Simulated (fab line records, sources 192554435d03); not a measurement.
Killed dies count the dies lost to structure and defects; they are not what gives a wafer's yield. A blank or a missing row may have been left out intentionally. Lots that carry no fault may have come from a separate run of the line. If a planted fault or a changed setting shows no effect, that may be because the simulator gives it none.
Comparing a struck lot with a sound one	flow n5-finfet	16 steps out of a route of 1938
Sound: these wafers, L300.2, L300.3, L300.6. The struck wafers were L304.2, L304.3, L304.6. Last of all comes the cause.
At each step with rows: each side's tool, then ch and its chambers, then its first start. Under that, the readings that differ: sound wafers	struck wafers	difference of the means	sigmas: that difference in standard deviations of wafers without a fault.
alike: same words and numbers on both sides, and readings whose means sit less than 2 such deviations apart. not compared: any withheld reading, any reading some wafer has no value for, any bound like >300 that may hide the same value, and any number with overlapping values for which the record gives no deviation.
The two part at a step that has a row with sigmas, a row that says differs or no value, or rows on one side only. When numbers do not overlap yet have no deviation, they are printed without sigmas and do not part them. Lack of a reading on every wafer of one side parts them only where that side has two or more wafers.

N5_HKMG_FIN_OVL_MEAS_13:
  sound on overlay-02 ch 0, day 4 09:18; struck on overlay-01 ch 0, day 5 05:32
  alike: NWFM_OVL
N5_HKMG_FIN_INSPECT_14: inspects for defects (macro).
  sound: defect-inspect-01 at day 4 09:19; struck: defect-inspect-02 at day 5 05:33
  alike: raw-defect-count
N5_HKMG_FIN_DESCUM_17: chemistry O2, time 7.9 s.
  sound on rie-diel-01 ch 1,2, day 4 09:34; struck on rie-diel-06 ch 2,3, day 5 05:35
  alike: drypump-motor-current-A, oes-product-au, rf-vpp-V, showerhead-plenum-p-Torr, throttle-valve-pct
  not compared: rf-hours-counter-h
N5_HKMG_FIN_ETCH_31: etches SiARC in CF4, target depth 45.5 nm, time 75.8 s.
  sound on rie-diel-01 ch 1,2, day 4 09:37; struck on rie-diel-06 ch 2,3, day 5 05:37
  alike: drypump-motor-current-A, etch-rf-on-time-s, oes-product-au, rf-vpp-V, showerhead-plenum-p-Torr, throttle-valve-pct
  not compared: rf-hours-counter-h
then, 4 steps without rows for these wafers: N5_HKMG_FIN_ETCH_32 (etches SOC in N2/H2, target depth 240 nm, time 300 s); N5_HKMG_FIN_STRIP_33 (strips in N2/H2); N5_HKMG_FIN_STRIP_34 (strips in CF4); N5_HKMG_FIN_ETCH_35 (etches SOC in N2/H2, target depth 215.8 nm, time 243.4 s).
N5_HKMG_FIN_STRIP_92: strips SOC in N2/H2, time 20 s.
  sound on rie-diel-01 ch 1,2, day 4 10:01; struck on rie-diel-06 ch 2,3, day 5 06:02
  alike: drypump-motor-current-A, oes-product-au, rf-vpp-V, showerhead-plenum-p-Torr, throttle-valve-pct
  not compared: rf-hours-counter-h
then, 1 step without rows for these wafers: N5_HKMG_FIN_WET_ETCH_18 (etches TiN in SC1, time 55 s, target depth 5.2 nm, rinse time 30 s).
N5_HKMG_FIN_STRIP_19: strips in N2/H2, time 360 s.
  sound on plasma-asher-02 ch 1, day 4 10:10; struck on plasma-asher-01 ch 1, day 5 06:11
reading	sound	struck	difference	sigmas
drypump-motor-current-A (A)	5.32 5.31 5.31	5.51 5.52 5.51	+0.20	+2
heater-power-w (W)	517 504 511	412 401 414	-102	-3
  not compared: rf-hours-counter-h
then, 1 step without rows for these wafers: N5_HKMG_FIN_ALD_91 (deposits TiN, target thk 1 nm, pulse time 1 s, purge time 3 s).
N5_HKMG_FIN_COAT_85: time 60 s, resist thk 300 nm.
  sound on litho-track-05 ch 0, day 4 10:50; struck on litho-track-05 ch 0, day 5 06:50
reading	sound	struck	difference	sigmas
spin-speed-rpm (rpm)	1499.7 1498.9 1500.7	1463.2 1465.2 1464.3	-35.5	-30
model.SOC_of_HKMG_FIN_COAT_85.thk-nm (nm)	298.8 299.6 299.6	304 303.8 303.2	+4	
N5_HKMG_FIN_ETCH_86: etches SOC in N2/H2, stops on TiN, target depth 393.2 nm.
  sound on rie-diel-06 ch 1,3, day 4 10:53; struck on rie-diel-03 ch 0,2, day 5 06:54
  alike: drypump-motor-current-A, oes-product-au, rf-vpp-V, showerhead-plenum-p-Torr, throttle-valve-pct
  not compared: rf-hours-counter-h
-- a jump in the record: the struck wafers' starts before and after are 4 days apart (it breaks off in module HKMG_FIN and resumes in module BEOL_M4, where the first step shown is number 1111 of the route) --
N5_BEOL_M4_RC_MEAS_101:
  sound on prober-01 ch 0, day 8 02:30; struck on prober-01 ch 0, day 9 17:14
  alike: DIBL_N, DIBL_P, IOFF_N, IOFF_P, ION_N, ION_P, SS_N, SS_P, VT_N, VT_P
following that, these wafers have no rows for 1 step: N5_PASSIVATION_PROBE_49.

## WHERE THEY PART
Earliest at N5_HKMG_FIN_STRIP_19; latest, in this record, at N5_HKMG_FIN_COAT_85. Later steps at which nothing parts them and some readings are alike: N5_HKMG_FIN_ETCH_86, N5_BEOL_M4_RC_MEAS_101.

WHY: what the simulator had put in
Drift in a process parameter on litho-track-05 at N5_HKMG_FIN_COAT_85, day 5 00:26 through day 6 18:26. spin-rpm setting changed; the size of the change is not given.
